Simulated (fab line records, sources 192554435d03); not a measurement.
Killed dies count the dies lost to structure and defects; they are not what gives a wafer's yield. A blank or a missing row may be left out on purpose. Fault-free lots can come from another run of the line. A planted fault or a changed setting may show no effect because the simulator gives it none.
Lot-split experiment -- flow n5_finfet -- 7 lots, 39 wafers read, on a route of 1938 steps

ON THE SPLIT
At N5_BEOL_M1_TRENCH_ETCH_37 (etches SiOC in C4F6/O2, target depth 55.207 nm, time 29 s), the setting target_depth_a was moved away from the recipe's 552.07 angstrom on 15 of the 39 wafers read, by -23.3% to +55.6%. All remaining wafers had this setting at the recipe value.

FROM THE SPLIT TO THE READING: what the file shows between them, 2 steps
- N5_BEOL_M1_ETCH_41: etches SiCN in CH3F/O2, target depth 31.9 nm, time 57.8 s
- N5_BEOL_M1_STRIP_97: strips in N2/H2, time 10 s

THE READING
trench_depth_nm, in nm, at N5_BEOL_M1_OCD_MEAS_38. A value of 54.8 nm with a standard deviation of 0.92 nm is what fault-free wafers of this fab line usually give.

wafer,"tool, chamber at the split","target_depth_a as run, angstrom",against the recipe,"trench_depth_nm, nm",against lot-mates on the recipe
L074.1,"rie_diel-03, 0",552.07,recipe,55.3,-
L074.2,"rie_diel-03, 3",552.07,recipe,54.0,-
L074.6,"rie_diel-03, 0",552.07,recipe,54.8,-
L075.1,"rie_diel-04, 2",552.07,recipe,54.8,-
L075.2,"rie_diel-04, 1",644.8,+16.8%,63.2,+8.9
L075.3,"rie_diel-04, 0",552.07,recipe,54.1,-
L075.4,"rie_diel-04, 3",644.8,+16.8%,63.3,+9.0
L075.5,"rie_diel-04, 3",552.07,recipe,54.0,-
L075.6,"rie_diel-04, 0",644.8,+16.8%,62.7,+8.4
L076.1,"rie_diel-03, 0",552.07,recipe,55.1,-
L076.2,"rie_diel-03, 1",849,+53.8%,85.3,+30.7
L076.3,"rie_diel-03, 3",849,+53.8%,83.3,+28.7
L076.4,"rie_diel-03, 2",552.07,recipe,54.3,-
L076.5,"rie_diel-03, 0",552.07,recipe,54.4,-
L076.6,"rie_diel-03, 1",849,+53.8%,86.6,+32.0
L080.1,"rie_diel-04, 1",552.07,recipe,53.6,-
L080.2,"rie_diel-04, 3",423.2,-23.3%,41.6,-12.4
L080.3,"rie_diel-04, 0",552.07,recipe,53.5,-
L080.4,"rie_diel-04, 2",423.2,-23.3%,40.8,-13.2
L080.5,"rie_diel-04, 1",423.2,-23.3%,41.1,-12.9
L080.6,"rie_diel-04, 2",552.07,recipe,54.9,-
L085.1,"rie_diel-02, 2",552.07,recipe,54.7,-
L085.2,"rie_diel-02, 3",552.07,recipe,56.3,-
L085.3,"rie_diel-02, 1",552.07,recipe,53.1,-
L085.4,"rie_diel-02, 1",552.07,recipe,53.5,-
L085.5,"rie_diel-02, 2",552.07,recipe,54.9,-
L085.6,"rie_diel-02, 3",552.07,recipe,55.2,-
L093.1,"rie_diel-02, 1",552.07,recipe,56.5,-
L093.2,"rie_diel-02, 3",858.8,+55.6%,87.9,+31.9
L093.3,"rie_diel-02, 0",858.8,+55.6%,85.6,+29.6
L093.4,"rie_diel-02, 2",552.07,recipe,55.4,-
L093.5,"rie_diel-02, 2",552.07,recipe,56.0,-
L093.6,"rie_diel-02, 3",858.8,+55.6%,88.2,+32.2
L095.1,"rie_diel-02, 3",653.6,+18.4%,65.6,+10.6
L095.2,"rie_diel-02, 2",653.6,+18.4%,65.0,+10.0
L095.3,"rie_diel-02, 0",552.07,recipe,54.4,-
L095.4,"rie_diel-02, 0",552.07,recipe,55.4,-
L095.5,"rie_diel-02, 2",552.07,recipe,55.1,-
L095.6,"rie_diel-02, 3",653.6,+18.4%,66.2,+11.2

THE FIT
A straight line over all 39 wafers: trench_depth_nm changes by +0.575 nm for each +1% of target_depth_a; r = +1.00; the points scatter about the line by 0.98 nm.
The same after taking each lot's own level away (the mean of its wafers on the recipe; 39 wafers): +0.562 nm for each +1%; r = +1.00; scatter 0.8 nm.
On that fit, the largest move of target_depth_a shifts the reading by 31 nm.
The lots' own levels span 54.00 to 55.97 nm, that is 2.1 times the standard deviation above.
Hence the lot-to-lot level has little effect on the slope; both slopes agree.
Check: +31.1 nm against its lot-mates is what the line predicts for one of the wafers moved furthest among these (+55.6%) when that wafer is left out of the fit. It came out at +31.9 nm against them.

OTHER SPLITS ON THESE WAFERS
Before the reading, these wafers also passed through other splits. Each is held against what the fit with the lots' levels taken away leaves over:
other split on the same wafers,wafers away from the commonest value,r with trench_depth_nm (lot level and that fit taken away)
N5_MOL_CONTACT_COAG_VIA_ETCH_46 target_depth_a,12,-0.02
N5_BEOL_M0_SAQP_SPACER1_ALD_98 ald_cycles,18,+0.07

THE WHOLE CHAIN: every reading that the file lists as answering this split, in the file's order
step,what it does,reading,change (the file's fit),r (the file's)
N5_BEOL_M1_TRENCH_ETCH_37,"etches SiOC in C4F6/O2, target depth 55.207 nm, time 29 s","BEOL_M1.feature_depth_nm (the simulator's own value, which no gauge read)",+0.563 nm for each +1% of the setting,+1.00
N5_BEOL_M1_TRENCH_ETCH_37,"etches SiOC in C4F6/O2, target depth 55.207 nm, time 29 s","etch.depth_nm (the simulator's own value, which no gauge read)",+0.563 nm for each +1% of the setting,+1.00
N5_BEOL_M1_TRENCH_ETCH_37,"etches SiOC in C4F6/O2, target depth 55.207 nm, time 29 s","TiN_of_BEOL_M1_HM_DEP_02.thk_nm (the simulator's own value, which no gauge read)",-0.0243 nm for each +1% of the setting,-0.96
N5_BEOL_M1_OCD_MEAS_38,,trench_depth_nm,+0.562 nm for each +1% of the setting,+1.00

THE FILE'S OWN FIT
trench_depth_nm changes by +0.562 nm for each +1% of target_depth_a, r = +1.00.
